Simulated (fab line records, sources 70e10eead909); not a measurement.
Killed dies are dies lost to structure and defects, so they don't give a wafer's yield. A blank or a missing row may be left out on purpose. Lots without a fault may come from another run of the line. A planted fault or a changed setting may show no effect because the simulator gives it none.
Chamber matching | flow nand_harc | NHARC_A_CONTACT_ETCH_88 on rie_diel-08: 4 sister chambers
The step etches the open film in CF4, target depth 39 nm, time 65 s. 16 wafers are shown with their chamber, then 8 later ones without.

WAFERS WITH THEIR CHAMBER
wafer  | chamber | showerhead_plenum_p_Torr (Torr) | drypump_motor_current_A (A) | rf_vpp_V (V)
L760.1 | 3       | 1.76                            | 5.2                         | 150.9
L760.3 | 2       | 1.68                            | 5.2                         | 149.6
L760.5 | 0       | 1.67                            | 5.4                         | 150.3
L762.1 | 1       | 1.89                            | 6.0                         | 154.3
L762.4 | 2       | 1.68                            | 5.2                         | 150.6
L762.5 | 0       | 1.67                            | 5.4                         | 149.5
L765.1 | 0       | 1.67                            | 5.4                         | 148.0
L765.2 | 1       | 1.89                            | 6.0                         | 151.6
L765.6 | 0       | 1.67                            | 5.4                         | 149.4
L766.3 | 0       | 1.67                            | 5.4                         | 149.2
L766.5 | 0       | 1.67                            | 5.4                         | 149.4
L766.6 | 3       | 1.76                            | 5.2                         | 150.1
L768.1 | 3       | 1.75                            | 5.2                         | 150.9
L768.2 | 0       | 1.67                            | 5.4                         | 149.2
L768.3 | 2       | 1.67                            | 5.3                         | 150.2
L771.2 | 2       | 1.67                            | 5.3                         | 149.9

SIGNATURES (means of the wafers above)
reading                  | chamber 0 | chamber 1 | chamber 2 | chamber 3 | scatter within a chamber
showerhead_plenum_p_Torr | 1.6700    | 1.8900    | 1.6750    | 1.7567    | 0.00373
drypump_motor_current_A  | 5.400     | 6.000     | 5.250     | 5.200     | 0.0289
rf_vpp_V                 | 149.286   | 152.950   | 150.075   | 150.633   | 0.785
Rule: a wafer's distance from a chamber is the root of the sum, over the readings, of the square of ((its reading less the chamber's mean) divided by the reading's scatter). The wafer belongs to the nearest chamber; if the next one is less than 2 further off, it can't be placed. The scatter: the root of (the sum of the squares of (reading less its chamber's mean) over the shown wafers, divided by (wafers less chambers)).

WAFERS WITHOUT THEIR CHAMBER
wafer  | showerhead_plenum_p_Torr (Torr) | drypump_motor_current_A (A) | rf_vpp_V (V)
L771.4 | 1.89                            | 6.0                         | 151.7
L771.6 | 1.67                            | 5.4                         | 149.4
L772.1 | 1.88                            | 6.1                         | 153.0
L772.2 | 1.67                            | 5.4                         | 149.9
L772.4 | 1.75                            | 5.2                         | 150.0
L782.1 | 1.88                            | 6.0                         | 152.1
L782.2 | 1.74                            | 5.2                         | 151.0
L782.5 | 1.66                            | 5.4                         | 149.9

WHICH CHAMBER EACH WENT THROUGH
wafer  | from the rows above | in truth
L771.4 | 1                   | 1
L771.6 | 0                   | 0
L772.1 | 1                   | 1
L772.2 | 0                   | 0
L772.4 | 3                   | 3
L782.1 | 1                   | 1
L782.2 | 3                   | 3
L782.5 | 0                   | 0
Placed correctly: 8 of 8. Can't be placed from these rows: 0. Placed wrongly: 0.
